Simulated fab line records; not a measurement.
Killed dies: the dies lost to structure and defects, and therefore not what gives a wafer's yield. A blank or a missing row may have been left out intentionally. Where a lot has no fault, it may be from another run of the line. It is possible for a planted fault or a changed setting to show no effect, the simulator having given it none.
Matching of chambers | flow n5-finfet | N5_BEOL_M14_DESCUM_15 on rie-diel-05: 4 sister chambers
The step chemistry O2, time 7.9 s. 24 wafers are shown with their chamber, then 12 later ones without.

WAFERS WITH THEIR CHAMBER
wafer  | chamber | showerhead-plenum-p-Torr (Torr) | drypump-motor-current-A (A) | throttle-valve-pct (%)
L075.1 | 2       | 2.12                            | 6.2                         | 20.50
L075.3 | 0       | 2.21                            | 5.6                         | 20.15
L075.6 | 3       | 2.07                            | 5.6                         | 20.54
L074.2 | 3       | 2.07                            | 5.6                         | 20.53
L074.4 | 3       | 2.07                            | 5.6                         | 20.53
L074.5 | 0       | 2.21                            | 5.5                         | 20.16
L078.2 | 3       | 2.07                            | 5.6                         | 20.53
L078.3 | 0       | 2.21                            | 5.6                         | 20.17
L078.5 | 0       | 2.21                            | 5.5                         | 20.16
L081.2 | 2       | 2.12                            | 6.2                         | 20.08
L081.3 | 0       | 2.20                            | 5.5                         | 20.19
L081.4 | 3       | 2.06                            | 5.6                         | 20.56
L082.1 | 1       | 2.04                            | 5.5                         | 20.77
L082.2 | 0       | 2.20                            | 5.5                         | 20.19
L082.4 | 2       | 2.12                            | 6.1                         | 20.10
L084.1 | 3       | 2.06                            | 5.6                         | 20.57
L084.5 | 2       | 2.12                            | 6.2                         | 20.12
L084.6 | 0       | 2.20                            | 5.5                         | 20.18
L087.2 | 2       | 2.12                            | 6.2                         | 20.12
L087.5 | 3       | 2.06                            | 5.6                         | 20.58
L087.6 | 0       | 2.20                            | 5.5                         | 20.19
L085.4 | 2       | 2.12                            | 6.2                         | 20.11
L085.5 | 3       | 2.06                            | 5.6                         | 20.57
L085.6 | 0       | 2.20                            | 5.5                         | 20.19

SIGNATURES (means of the wafers above)
reading                  | chamber 0 | chamber 1 | chamber 2 | chamber 3 | scatter within a chamber
showerhead-plenum-p-Torr | 2.2044    | 2.0400    | 2.1200    | 2.0650    | 0.00459
drypump-motor-current-A  | 5.522     | 5.500     | 6.183     | 5.600     | 0.0346
throttle-valve-pct       | 20.1756   | 20.7700   | 20.1717   | 20.5512   | 0.0823
Rule: for a wafer and a chamber, the distance is found by dividing, reading by reading, the gap between the wafer's reading and the chamber's mean by the reading's scatter, squaring, summing and taking the root. The wafer belongs to the nearest chamber; if the next one is less than 2 further off, it can't be placed. The scatter: take each reading less its chamber's mean, square it, sum over the shown wafers, divide by the number of wafers less the number of chambers, and take the root.

WAFERS MISSING THEIR CHAMBER
wafer  | showerhead-plenum-p-Torr (Torr) | drypump-motor-current-A (A) | throttle-valve-pct (%)
L086.1 | 2.20                            | 5.5                         | 20.20
L086.3 | 2.12                            | 6.2                         | 20.13
L086.4 | 2.12                            | 6.2                         | 20.12
L089.1 | 2.20                            | 5.6                         | 20.21
L089.3 | 2.06                            | 5.6                         | 20.60
L089.5 | 2.12                            | 6.2                         | 20.13
L090.3 | 2.05                            | 5.6                         | 20.61
L090.4 | 2.05                            | 5.6                         | 20.61
L090.6 | 2.11                            | 6.2                         | 20.14
L097.2 | 2.05                            | 5.5                         | 20.61
L097.3 | 2.11                            | 6.2                         | 20.17
L097.6 | 2.11                            | 6.2                         | 20.15

THE CHAMBER EACH PASSED THROUGH
wafer  | from the rows above     | in truth
L086.1 | 0                       | 0
L086.3 | 2                       | 2
L086.4 | 2                       | 2
L089.1 | 0                       | 0
L089.3 | 3                       | 3
L089.5 | 2                       | 2
L090.3 | can't be placed: 3 or 1 | 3
L090.4 | can't be placed: 3 or 1 | 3
L090.6 | 2                       | 2
L097.2 | can't be placed: 1 or 3 | 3
L097.3 | 2                       | 2
L097.6 | 2                       | 2
Correct placement for 9 of the 12. Not placeable from these rows: 3 (in 3, the candidates include the true chamber). 0 placed wrongly.
